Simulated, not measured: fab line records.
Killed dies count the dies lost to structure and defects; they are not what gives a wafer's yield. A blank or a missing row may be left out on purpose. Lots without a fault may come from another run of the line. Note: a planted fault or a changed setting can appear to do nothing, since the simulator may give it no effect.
Matching of chambers ; flow n5_finfet ; N5_BEOL_M0_STRIP_140 on rie_diel-05: 4 sister chambers
The step strips in CF4. 4 wafers are shown with their chamber, then 8 later ones without.

== WAFERS WITH THEIR CHAMBER ==
wafer;chamber;showerhead_plenum_p_Torr (Torr)
L079.2;2;1.85
L086.2;3;1.76
L086.4;1;1.77
L087.1;0;1.78

== WAFERS MISSING THEIR CHAMBER ==
wafer;showerhead_plenum_p_Torr (Torr)
L087.5;1.85
L087.6;1.76
L090.1;1.76
L090.3;1.85
L090.4;1.78
L096.1;1.76
L096.2;1.77
L096.5;1.84

== THE CHAMBER EACH PASSED THROUGH ==
wafer;from the rows above;in truth
L087.5;2;2
L087.6;3;3
L090.1;3;3
L090.3;2;2
L090.4;0;0
L096.1;3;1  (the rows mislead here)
L096.2;1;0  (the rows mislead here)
L096.5;2;2
6 of 8 placed correctly. From these rows, 0 cannot be placed. 2 placed wrongly.
How it was worked out, from the rows above alone: a wafer's distance from a chamber is the root of the sum, over the readings, of the square of ((its reading less the chamber's mean) divided by the reading's scatter). If the next closest chamber is less than 2 further off than the closest, the wafer can't be placed; otherwise it belongs to the closest. For every chamber, the mean is computed from those of its wafers that are shown. The scatter (one wafer shown for each chamber): square how far every hidden wafer sits from the nearest shown wafer, average those squares and take the square root.
